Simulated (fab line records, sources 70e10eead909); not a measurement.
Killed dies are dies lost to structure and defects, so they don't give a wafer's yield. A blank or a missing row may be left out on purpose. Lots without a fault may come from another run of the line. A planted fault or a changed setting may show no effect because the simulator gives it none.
Chamber matching | flow nand_harc | NHARC_A_DECK1_JOINT_CMP_13 on cmp-03: 4 sister chambers
The step polishes, target thk 51.023 nm. 20 wafers are shown with their chamber, then 10 later ones without.

WAFERS WITH THEIR CHAMBER
wafer  | chamber | motor_current_A (A) | time_to_endpoint_s (s) | retaining_ring_pressure_frac
L074.3 | 2       | 11.3                | 3.4                    | 1.010
L074.4 | 0       | 11.1                | 11.8                   | 1.001
L074.5 | 2       | 11.3                | 8.9                    | 1.005
L080.1 | 0       | 10.5                | 10.5                   | 1.001
L080.2 | 1       | 11.1                | 7.6                    | 1.001
L080.4 | 2       | 11.1                | 4.8                    | 0.997
L081.2 | 1       | 11.8                | 5.0                    | 1.002
L081.3 | 0       | 10.9                | 8.6                    | 0.992
L081.6 | 2       | 11.6                | 3.9                    | 1.007
L082.2 | 3       | 13.6                | 5.3                    | 0.992
L082.3 | 1       | 11.4                | 5.4                    | 1.003
L082.5 | 3       | 13.9                | 5.1                    | 0.996
L086.1 | 1       | 11.4                | 7.7                    | 1.012
L086.2 | 2       | 11.1                | 5.8                    | 0.994
L086.6 | 1       | 11.8                | 6.7                    | 1.006
L089.4 | 0       | 10.7                | 10.1                   | 0.989
L089.5 | 0       | 10.4                | 10.3                   | 0.995
L089.6 | 1       | 12.1                | 6.8                    | 0.996
L093.1 | 0       | 10.8                | 16.1                   | 1.002
L093.2 | 3       | 13.6                | 10.2                   | 0.991

SIGNATURES (means of the wafers above)
reading                      | chamber 0 | chamber 1 | chamber 2 | chamber 3 | scatter within a chamber
motor_current_A              | 10.733    | 11.600    | 11.280    | 13.700    | 0.276
time_to_endpoint_s           | 11.233    | 6.533     | 5.360     | 6.867     | 2.17
retaining_ring_pressure_frac | 0.99667   | 1.00333   | 1.00260   | 0.99300   | 0.00554
Rule: a wafer's distance from a chamber is the root of the sum, over the readings, of the square of ((its reading less the chamber's mean) divided by the reading's scatter). The wafer belongs to the nearest chamber; if the next one is less than 2 further off, it can't be placed. The scatter: the root of (the sum of the squares of (reading less its chamber's mean) over the shown wafers, divided by (wafers less chambers)).

WAFERS WITHOUT THEIR CHAMBER
wafer  | motor_current_A (A) | time_to_endpoint_s (s) | retaining_ring_pressure_frac
L093.5 | 11.8                | 10.2                   | 1.005
L095.1 | 10.5                | 11.5                   | 0.995
L095.2 | 11.8                | 7.7                    | 0.992
L095.4 | 11.2                | 7.2                    | 1.000
L094.2 | 11.4                | 6.0                    | 0.995
L094.5 | 11.4                | 5.9                    | 0.998
L094.6 | 11.8                | 6.3                    | 0.998
L097.3 | 10.8                | 5.0                    | 0.991
L097.4 | 10.8                | 12.6                   | 1.004
L097.5 | 11.6                | 8.5                    | 1.002

WHICH CHAMBER EACH WENT THROUGH
wafer  | from the rows above          | in truth
L093.5 | can't be placed: 1 or 2      | 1
L095.1 | 0                            | 0
L095.2 | can't be placed: 1 or 2      | 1
L095.4 | can't be placed: 2 or 1 or 0 | 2
L094.2 | can't be placed: 2 or 1 or 0 | 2
L094.5 | can't be placed: 2 or 1      | 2
L094.6 | can't be placed: 1 or 2      | 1
L097.3 | can't be placed: 2 or 0 or 1 | 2
L097.4 | 0                            | 0
L097.5 | can't be placed: 1 or 2      | 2
Placed correctly: 2 of 10. Can't be placed from these rows: 8 (the true chamber is among the candidates in 8). Placed wrongly: 0.
